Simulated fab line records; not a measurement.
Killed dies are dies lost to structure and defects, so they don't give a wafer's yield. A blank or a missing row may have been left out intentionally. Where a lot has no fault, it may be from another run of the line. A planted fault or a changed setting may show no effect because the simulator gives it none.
Which of the tools did it? :: flow n5-finfet :: 24 wafers from 8 lots sampled at 5 of the route's 1938 steps

## WHAT EACH GAUGE READ, for each wafer
N5_BEOL_M4_RC_MEAS_101. Usual: DIBL_N 36.3 mV/V, standard deviation 1.2; DIBL_P 36.7 mV/V, standard deviation 1.5; IOFF_N 0.164 nA/um, standard deviation 0.02; IOFF_P 0.214 nA/um, standard deviation 0.024; ION_N 673 uA/um, standard deviation 8.5; ION_P 461 uA/um, standard deviation 5.9; SS_N 71.6 mV/dec, standard deviation 0.44; SS_P 73.3 mV/dec, standard deviation 0.55; VT_N 249.4 mV, standard deviation 2.4; VT_P -250.0 mV, standard deviation 2.3.
lot: L848
measured: day 9 13:40
on: prober-01
DIBL_N (mV/V): 37.4 37.9 36.1
DIBL_P (mV/V): 37.3 38.3 36.5
IOFF_N (nA/um): 0.179 0.193 0.152
IOFF_P (nA/um): 0.263 0.274 0.238
ION_N (uA/um): 691 672 689
ION_P (uA/um): 480 466 474
SS_N (mV/dec): 71.8 72.1 71.8
SS_P (mV/dec): 73.7 74.0 73.6
VT_N (mV): 247.9 243.3 246.9
VT_P (mV): -244.0 -242.7 -246.4
flag: 

lot: L849
measured: day 9 11:40
on: prober-01
DIBL_N (mV/V): 36.4 33.3 35.5
DIBL_P (mV/V): 36.7 33.2 35.5
IOFF_N (nA/um): 0.144 0.112 0.134
IOFF_P (nA/um): 0.225 0.173 0.205
ION_N (uA/um): 652 676 669
ION_P (uA/um): 459 465 464
SS_N (mV/dec): 70.8 70.8 71.2
SS_P (mV/dec): 73.0 71.9 72.8
VT_N (mV): 252.7 254.2 252.9
VT_P (mV): -248.0 -249.8 -250.0
flag: 

lot: L852
measured: day 10 16:14
on: prober-01
DIBL_N (mV/V): 36.3 36.8 36.5
DIBL_P (mV/V): 37.8 38.2 37.6
IOFF_N (nA/um): 0.171 0.169 0.159
IOFF_P (nA/um): 0.235 0.243 0.227
ION_N (uA/um): 689 678 676
ION_P (uA/um): 472 466 464
SS_N (mV/dec): 71.7 71.7 71.7
SS_P (mV/dec): 73.8 72.6 73.7
VT_N (mV): 245.1 248.6 250.6
VT_P (mV): -249.2 -249.1 -249.4
flag: 

lot: L851
measured: day 10 18:01
on: prober-01
DIBL_N (mV/V): 36.1 35.7 37.2
DIBL_P (mV/V): 37.7 37.2 39.5
IOFF_N (nA/um): 0.172 0.164 0.199
IOFF_P (nA/um): 0.219 0.210 0.248
ION_N (uA/um): 683 677 689
ION_P (uA/um): 464 464 465
SS_N (mV/dec): 71.6 72.1 72.6
SS_P (mV/dec): 73.4 73.6 75.0
VT_N (mV): 248.2 248.6 244.6
VT_P (mV): -248.6 -251.2 -247.5
flag: 

lot: L854
measured: day 10 17:22
on: prober-02
DIBL_N (mV/V): 38.5 36.8 35.9
DIBL_P (mV/V): 39.1 37.5 35.4
IOFF_N (nA/um): 0.217 0.172 0.151
IOFF_P (nA/um): 0.266 0.242 0.201
ION_N (uA/um): 692 673 667
ION_P (uA/um): 470 459 456
SS_N (mV/dec): 72.3 72.2 71.6
SS_P (mV/dec): 74.8 74.5 73.4
VT_N (mV): 247.0 250.8 251.7
VT_P (mV): -248.6 -247.8 -251.3
flag: 

lot: L856
measured: day 11 14:11
on: prober-02
DIBL_N (mV/V): 36.5 37.9 38.2
DIBL_P (mV/V): 37.6 39.0 39.6
IOFF_N (nA/um): 0.160 0.177 0.188
IOFF_P (nA/um): 0.190 0.217 0.213
ION_N (uA/um): 662 671 659
ION_P (uA/um): 452 462 452
SS_N (mV/dec): 71.1 71.5 72.3
SS_P (mV/dec): 73.3 73.3 73.2
VT_N (mV): 250.8 249.7 244.9
VT_P (mV): -252.2 -253.4 -249.8
flag: 

lot: L857
measured: day 11 14:03
on: prober-01
DIBL_N (mV/V): 37.2 36.6 36.7
DIBL_P (mV/V): 36.8 36.3 36.4
IOFF_N (nA/um): 0.174 0.165 0.160
IOFF_P (nA/um): 0.223 0.218 0.224
ION_N (uA/um): 675 671 678
ION_P (uA/um): 460 460 467
SS_N (mV/dec): 72.2 71.4 72.6
SS_P (mV/dec): 73.9 73.3 73.4
VT_N (mV): 251.4 248.3 253.3
VT_P (mV): -249.7 -249.7 -249.6
flag: 

lot: L862
measured: day 12 22:29
on: prober-01
DIBL_N (mV/V): 36.5 35.7 34.4
DIBL_P (mV/V): 36.7 35.6 34.3
IOFF_N (nA/um): 0.186 0.168 0.150
IOFF_P (nA/um): 0.219 0.209 0.187
ION_N (uA/um): 677 691 681
ION_P (uA/um): 459 464 463
SS_N (mV/dec): 71.7 71.4 71.3
SS_P (mV/dec): 73.8 73.6 73.1
VT_N (mV): 248.8 247.4 251.1
VT_P (mV): -249.0 -251.4 -252.3
flag: 

## WHAT TOOL EACH LOT RAN ON (gives the tool, then ch and the chambers of the sampled wafers, and finally the start)
lot: L848
N5_BEOL_M3_STRIP_36: rie-diel-02 ch 1,2,3, day 8 06:25
N5_BEOL_M3_TRENCH_ETCH_37: rie-diel-02 ch 1,2,3, day 8 06:28
N5_BEOL_M3_ETCH_41: rie-diel-02 ch 1,2,3, day 8 06:51 or earlier
N5_BEOL_M3_PRE_CLEAN_45: pvd-sputter-01, day 8 06:51

lot: L849
N5_BEOL_M3_STRIP_36: rie-diel-02 ch 1,2, day 8 08:41
N5_BEOL_M3_TRENCH_ETCH_37: rie-diel-02 ch 1,2, day 8 08:43
N5_BEOL_M3_ETCH_41: rie-diel-02 ch 1,2, day 8 09:10 or earlier
N5_BEOL_M3_PRE_CLEAN_45: pvd-sputter-02, day 8 09:10

lot: L852
N5_BEOL_M3_STRIP_36: rie-diel-02 ch 1,3, day 10 01:59
N5_BEOL_M3_TRENCH_ETCH_37: rie-diel-02 ch 1,3, day 10 02:01
N5_BEOL_M3_ETCH_41: rie-diel-02 ch 1,3, day 10 02:49 or earlier
N5_BEOL_M3_PRE_CLEAN_45: pvd-sputter-02, day 10 02:49

lot: L851
N5_BEOL_M3_STRIP_36: rie-diel-06 ch 0,1,2, day 10 02:16
N5_BEOL_M3_TRENCH_ETCH_37: rie-diel-06 ch 0,1,2, day 10 02:18
N5_BEOL_M3_ETCH_41: rie-diel-06 ch 0,1,2, day 10 02:53 or earlier
N5_BEOL_M3_PRE_CLEAN_45: pvd-sputter-02, day 10 02:53

lot: L854
N5_BEOL_M3_STRIP_36: rie-diel-06 ch 0,2, day 10 04:44
N5_BEOL_M3_TRENCH_ETCH_37: rie-diel-06 ch 0,2, day 10 04:47
N5_BEOL_M3_ETCH_41: rie-diel-06 ch 0,2, day 10 05:35 or earlier
N5_BEOL_M3_PRE_CLEAN_45: pvd-sputter-01, day 10 05:35

lot: L856
N5_BEOL_M3_STRIP_36: rie-diel-02 ch 0,1,2, day 10 16:46
N5_BEOL_M3_TRENCH_ETCH_37: rie-diel-02 ch 0,1,2, day 10 16:48
N5_BEOL_M3_ETCH_41: rie-diel-02 ch 0,1,2, day 10 17:23 or earlier
N5_BEOL_M3_PRE_CLEAN_45: pvd-sputter-02, day 10 17:23

lot: L857
N5_BEOL_M3_STRIP_36: rie-diel-02 ch 0,1,2, day 10 20:45
N5_BEOL_M3_TRENCH_ETCH_37: rie-diel-02 ch 0,1,2, day 10 20:47
N5_BEOL_M3_ETCH_41: rie-diel-02 ch 0,1,2, day 10 21:30 or earlier
N5_BEOL_M3_PRE_CLEAN_45: pvd-sputter-02, day 10 21:30

lot: L862
N5_BEOL_M3_STRIP_36: rie-diel-05 ch 1,3, day 12 05:56
N5_BEOL_M3_TRENCH_ETCH_37: rie-diel-05 ch 1,3, day 12 05:59
N5_BEOL_M3_ETCH_41: rie-diel-05 ch 1,3, day 12 06:33 or earlier
N5_BEOL_M3_PRE_CLEAN_45: pvd-sputter-02, day 12 06:33
- N5_BEOL_M3_STRIP_36: strips in N2/H2.
- N5_BEOL_M3_TRENCH_ETCH_37: etches SiOC in C4F6/O2, target depth 55.555 nm, time 29.2 s.
- N5_BEOL_M3_ETCH_41: etches SiCN in CH3F/O2, target depth 29.9 nm, time 52.5 s.
- N5_BEOL_M3_PRE_CLEAN_45: time 30 s.

## AS READ BY THE TOOLS THEMSELVES (means over the sampled wafers that have a number; for cases with no such wafer, the mark the record gives instead)
N5_BEOL_M3_STRIP_36. Usual: chamber-pressure-mTorr 20.00 mTorr, standard deviation 0.031; drypump-motor-current-A 5.8 A, standard deviation 0.57; oes-product-au 0.81 a.u., standard deviation 0.074; rf-vpp-V 59.1 V, standard deviation 1.5; showerhead-plenum-p-Torr 2.56 Torr, standard deviation 0.091; throttle-valve-pct 23.7 %, standard deviation 0.31.
lot: L848
tool: rie-diel-02
chamber-pressure-mTorr (mTorr): 20.00
drypump-motor-current-A (A): 5.8
oes-product-au (a.u.): 0.84
rf-vpp-V (V): 57.6
showerhead-plenum-p-Torr (Torr): 2.57
throttle-valve-pct (%): 23.5
flag: 

lot: L849
tool: rie-diel-02
chamber-pressure-mTorr (mTorr): 19.99
drypump-motor-current-A (A): 5.3
oes-product-au (a.u.): 0.79
rf-vpp-V (V): 59.8
showerhead-plenum-p-Torr (Torr): 2.52
throttle-valve-pct (%): 23.6
flag: 

lot: L852
tool: rie-diel-02
chamber-pressure-mTorr (mTorr): 20.00
drypump-motor-current-A (A): 5.9
oes-product-au (a.u.): 0.79
rf-vpp-V (V): 60.0
showerhead-plenum-p-Torr (Torr): 2.62
throttle-valve-pct (%): 23.8
flag: 

lot: L851
tool: rie-diel-06
chamber-pressure-mTorr (mTorr): 20.00
drypump-motor-current-A (A): 5.9
oes-product-au (a.u.): 0.78
rf-vpp-V (V): 59.2
showerhead-plenum-p-Torr (Torr): 2.51
throttle-valve-pct (%): 23.6
flag: 

lot: L854
tool: rie-diel-06
chamber-pressure-mTorr (mTorr): 19.99
drypump-motor-current-A (A): 6.3
oes-product-au (a.u.): 0.79
rf-vpp-V (V): 59.0
showerhead-plenum-p-Torr (Torr): 2.55
throttle-valve-pct (%): 23.5
flag: 

lot: L856
tool: rie-diel-02
chamber-pressure-mTorr (mTorr): 20.02
drypump-motor-current-A (A): 5.2
oes-product-au (a.u.): 0.80
rf-vpp-V (V): 59.4
showerhead-plenum-p-Torr (Torr): 2.60
throttle-valve-pct (%): 23.8
flag: 

lot: L857
tool: rie-diel-02
chamber-pressure-mTorr (mTorr): 20.02
drypump-motor-current-A (A): 5.2
oes-product-au (a.u.): 0.81
rf-vpp-V (V): 58.7
showerhead-plenum-p-Torr (Torr): 2.60
throttle-valve-pct (%): 23.8
flag: 

lot: L862
tool: rie-diel-05
chamber-pressure-mTorr (mTorr): 20.00
drypump-motor-current-A (A): 5.8
oes-product-au (a.u.): 0.78
rf-vpp-V (V): 58.5
showerhead-plenum-p-Torr (Torr): 2.65
throttle-valve-pct (%): 24.0
flag: 

N5_BEOL_M3_TRENCH_ETCH_37. Usual: bias-w 185.0 W, standard deviation 0.57; chamber-pressure-mTorr 29.996 mTorr, standard deviation 0.025; drypump-motor-current-A 5.8 A, standard deviation 0.57; oes_o_777_au 0.82 a.u., standard deviation 0.071; oes-product-au 0.81 a.u., standard deviation 0.075; rf-vpp-V 662 V, standard deviation 4.1; showerhead-plenum-p-Torr 2.87 Torr, standard deviation 0.096; throttle-valve-pct 20.84 %, standard deviation 0.22.
lot: L848
tool: rie-diel-02
bias-w (W): 184.8
chamber-pressure-mTorr (mTorr): 29.993
drypump-motor-current-A (A): 5.8
oes_o_777_au (a.u.): 0.84
oes-product-au (a.u.): 0.84
rf-vpp-V (V): 662
showerhead-plenum-p-Torr (Torr): 2.87
throttle-valve-pct (%): 20.69
flag: 

lot: L849
tool: rie-diel-02
bias-w (W): 184.5
chamber-pressure-mTorr (mTorr): 29.996
drypump-motor-current-A (A): 5.2
oes_o_777_au (a.u.): 0.79
oes-product-au (a.u.): 0.78
rf-vpp-V (V): 659
showerhead-plenum-p-Torr (Torr): 2.82
throttle-valve-pct (%): 20.77
flag: 

lot: L852
tool: rie-diel-02
bias-w (W): 193.6
chamber-pressure-mTorr (mTorr): 29.990
drypump-motor-current-A (A): 5.9
oes_o_777_au (a.u.): 0.80
oes-product-au (a.u.): 0.80
rf-vpp-V (V): 686
showerhead-plenum-p-Torr (Torr): 2.93
throttle-valve-pct (%): 20.78
flag: OFF

lot: L851
tool: rie-diel-06
bias-w (W): 185.5
chamber-pressure-mTorr (mTorr): 30.000
drypump-motor-current-A (A): 5.9
oes_o_777_au (a.u.): 0.77
oes-product-au (a.u.): 0.77
rf-vpp-V (V): 664
showerhead-plenum-p-Torr (Torr): 2.82
throttle-valve-pct (%): 20.81
flag: 

lot: L854
tool: rie-diel-06
bias-w (W): 184.7
chamber-pressure-mTorr (mTorr): 29.982
drypump-motor-current-A (A): 6.2
oes_o_777_au (a.u.): 0.79
oes-product-au (a.u.): 0.79
rf-vpp-V (V): 667
showerhead-plenum-p-Torr (Torr): 2.86
throttle-valve-pct (%): 20.85
flag: 

lot: L856
tool: rie-diel-02
bias-w (W): 193.7
chamber-pressure-mTorr (mTorr): 29.992
drypump-motor-current-A (A): 5.2
oes_o_777_au (a.u.): 0.81
oes-product-au (a.u.): 0.81
rf-vpp-V (V): 682
showerhead-plenum-p-Torr (Torr): 2.90
throttle-valve-pct (%): 20.91
flag: OFF

lot: L857
tool: rie-diel-02
bias-w (W): 193.7
chamber-pressure-mTorr (mTorr): 29.991
drypump-motor-current-A (A): 5.2
oes_o_777_au (a.u.): 0.81
oes-product-au (a.u.): 0.81
rf-vpp-V (V): 683
showerhead-plenum-p-Torr (Torr): 2.90
throttle-valve-pct (%): 20.92
flag: OFF

lot: L862
tool: rie-diel-05
bias-w (W): 184.1
chamber-pressure-mTorr (mTorr): 30.005
drypump-motor-current-A (A): 5.9
oes_o_777_au (a.u.): 0.80
oes-product-au (a.u.): 0.78
rf-vpp-V (V): 660
showerhead-plenum-p-Torr (Torr): 2.97
throttle-valve-pct (%): 20.98
flag: 

N5_BEOL_M3_ETCH_41. Usual: value, then standard deviation, for each; bias-w 74.98 W / 0.22; chamber-pressure-mTorr 30.00 mTorr / 0.034; drypump-motor-current-A 5.8 A / 0.57; oes-product-au 0.81 a.u. / 0.075; rf-vpp-V 297.6 V / 1.8; showerhead-plenum-p-Torr 2.02 Torr / 0.07; throttle-valve-pct 16.29 % / 0.21.
lot: L848
tool: rie-diel-02
bias-w (W): 75.13
chamber-pressure-mTorr (mTorr): 30.00
drypump-motor-current-A (A): 5.8
oes-product-au (a.u.): 0.84
rf-vpp-V (V): 297.4
showerhead-plenum-p-Torr (Torr): 2.02
throttle-valve-pct (%): 16.16
flag: 

lot: L849
tool: rie-diel-02
bias-w (W): 74.67
chamber-pressure-mTorr (mTorr): 30.01
drypump-motor-current-A (A): 5.3
oes-product-au (a.u.): 0.78
rf-vpp-V (V): 297.0
showerhead-plenum-p-Torr (Torr): 1.98
throttle-valve-pct (%): 16.24
flag: 

lot: L852
tool: rie-diel-02
bias-w (W): 74.95
chamber-pressure-mTorr (mTorr): 30.00
drypump-motor-current-A (A): 5.9
oes-product-au (a.u.): 0.79
rf-vpp-V (V): 298.9
showerhead-plenum-p-Torr (Torr): 2.06
throttle-valve-pct (%): 16.24
flag: 

lot: L851
tool: rie-diel-06
bias-w (W): 75.06
chamber-pressure-mTorr (mTorr): 29.98
drypump-motor-current-A (A): 5.9
oes-product-au (a.u.): 0.77
rf-vpp-V (V): 296.7
showerhead-plenum-p-Torr (Torr): 1.98
throttle-valve-pct (%): 16.27
flag: 

lot: L854
tool: rie-diel-06
bias-w (W): 74.96
chamber-pressure-mTorr (mTorr): 30.00
drypump-motor-current-A (A): 6.2
oes-product-au (a.u.): 0.79
rf-vpp-V (V): 297.1
showerhead-plenum-p-Torr (Torr): 2.01
throttle-valve-pct (%): 16.32
flag: 

lot: L856
tool: rie-diel-02
bias-w (W): 74.96
chamber-pressure-mTorr (mTorr): 30.00
drypump-motor-current-A (A): 5.3
oes-product-au (a.u.): 0.81
rf-vpp-V (V): 297.6
showerhead-plenum-p-Torr (Torr): 2.04
throttle-valve-pct (%): 16.37
flag: 

lot: L857
tool: rie-diel-02
bias-w (W): 74.84
chamber-pressure-mTorr (mTorr): 30.00
drypump-motor-current-A (A): 5.3
oes-product-au (a.u.): 0.80
rf-vpp-V (V): 298.1
showerhead-plenum-p-Torr (Torr): 2.04
throttle-valve-pct (%): 16.35
flag: 

lot: L862
tool: rie-diel-05
bias-w (W): 75.07
chamber-pressure-mTorr (mTorr): 30.01
drypump-motor-current-A (A): 5.8
oes-product-au (a.u.): 0.79
rf-vpp-V (V): 299.7
showerhead-plenum-p-Torr (Torr): 2.09
throttle-valve-pct (%): 16.41
flag: 

N5_BEOL_M3_PRE_CLEAN_45. Usual: heater-power-w 327 W, standard deviation 25; susceptor-temp-C 249.99 C, standard deviation 0.18.
lot: L848
tool: pvd-sputter-01
heater-power-w (W): 324
susceptor-temp-C (C): 250.17
flag: 

lot: L849
tool: pvd-sputter-02
heater-power-w (W): 329
susceptor-temp-C (C): 249.88
flag: 

lot: L852
tool: pvd-sputter-02
heater-power-w (W): 346
susceptor-temp-C (C): 250.10
flag: 

lot: L851
tool: pvd-sputter-02
heater-power-w (W): 339
susceptor-temp-C (C): 250.07
flag: 

lot: L854
tool: pvd-sputter-01
heater-power-w (W): 338
susceptor-temp-C (C): 250.12
flag: 

lot: L856
tool: pvd-sputter-02
heater-power-w (W): 342
susceptor-temp-C (C): 249.86
flag: 

lot: L857
tool: pvd-sputter-02
heater-power-w (W): 336
susceptor-temp-C (C): 250.17
flag: 

lot: L862
tool: pvd-sputter-02
heater-power-w (W): 347
susceptor-temp-C (C): 250.09
flag: 

## THE ANSWER, worked out from the rows above alone
Rule: take the mean of a lot's wafers that have a number; if it is more than 3 standard deviations from the usual mean, the lot is off. Also off: a lot with no number at a reading for which 4 or more lots have one. All remaining lots with rows at the step are treated as sound. First the gauges in route order, then the tools' own readings, where a lot's mean is used as printed above. The first step at which some lot is off is used, and at that step the reading that is off furthest; a lot without a number counts as furthest.
Off, at N5_BEOL_M3_TRENCH_ETCH_37 on bias-w: L852, L856, L857.
If a tool, at that step or one of the process steps before it, ran each lot that is off and ran no sound lot following the first of them, it fits. One fits: N5_BEOL_M3_STRIP_36 and N5_BEOL_M3_TRENCH_ETCH_37 on rie-diel-02. At N5_BEOL_M3_STRIP_36 its last sound lot is L849 (day 8 08:41), its first lot that is off L852 (day 10 01:59): a fault that began between those two fits.

## WHAT THE SIMULATOR HAD PUT IN
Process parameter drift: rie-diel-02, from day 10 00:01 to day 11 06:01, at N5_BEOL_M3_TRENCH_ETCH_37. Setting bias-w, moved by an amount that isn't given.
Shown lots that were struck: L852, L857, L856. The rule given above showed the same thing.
